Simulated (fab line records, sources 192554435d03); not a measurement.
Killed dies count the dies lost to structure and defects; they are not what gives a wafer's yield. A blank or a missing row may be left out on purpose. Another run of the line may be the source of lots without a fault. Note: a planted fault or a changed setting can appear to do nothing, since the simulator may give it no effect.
The same fault as seen by 2 desks -- flow n5 finfet -- each desk has only its own numbers; what lay behind them comes last

TOOL OWNER'S DESK, rie diel-01
The tool's own readings at N5_BEOL_M5_STRIP_64 (strips in CF4): means of the sampled wafers that have a number, for each lot that ran on this tool. Marked OUT: a lot whose mean sits more than 4 standard deviations from the usual mean, which makes it out of limits; the brackets give that distance.
Columns: A = drypump motor current A at N5_BEOL_M5_STRIP_64, usual 5.9 A; B = oes product au at N5_BEOL_M5_STRIP_64, usual 0.76 a.u.; C = rf vpp V at N5_BEOL_M5_STRIP_64, usual 270.8 V; D = showerhead plenum p Torr at N5_BEOL_M5_STRIP_64, usual 1.78 Torr; E = throttle valve pct at N5_BEOL_M5_STRIP_64, usual 13.64 %
lot,first seen here,A,B,C,D,E
L410,day 9 06:53,5.5,0.87,271.7,1.82,13.63
L412,day 9 12:10,5.4,0.72,271.5,1.82,13.89
L413,day 10 01:30,5.5,0.78,270.8,1.82,13.72
L414,day 10 08:30,5.5,0.77,272.3,1.82,13.73
L415,day 10 08:43,5.4,0.70,270.7,1.82,13.79
Finding of this desk: none of the 5 lots has anything out of limits.

METROLOGY DESK
Means of the sampled wafers that have a number, per lot and without regard to the tool the lot ran on: this is what the gauges read. Marked OUT: a lot whose mean sits more than 4 standard deviations from the usual mean, which makes it out of limits; the brackets give that distance.
Columns: A = PASS_OPEN_OVL at N5_PASSIVATION_OVL_MEAS_66, usual 2 nm
lot,first seen here,A
L405,day 11 19:34,2
L406,day 12 09:37,2
L408,day 12 20:19,6
L410,day 13 01:31,-3
L409,day 13 04:12,4
L412,day 13 12:28,8
L413,day 14 00:29,-0
L414,day 14 04:43,0
L415,day 14 13:48,1
L425,day 17 13:22,5
L426,day 17 19:19,4
Finding of this desk: none of the 11 lots has anything out of limits.

TAKEN TOGETHER
Nothing out of limits was seen by the tool owner's desk.
From the metrology desk's view, nothing was out of limits.

WHAT THE SIMULATOR PUT IN
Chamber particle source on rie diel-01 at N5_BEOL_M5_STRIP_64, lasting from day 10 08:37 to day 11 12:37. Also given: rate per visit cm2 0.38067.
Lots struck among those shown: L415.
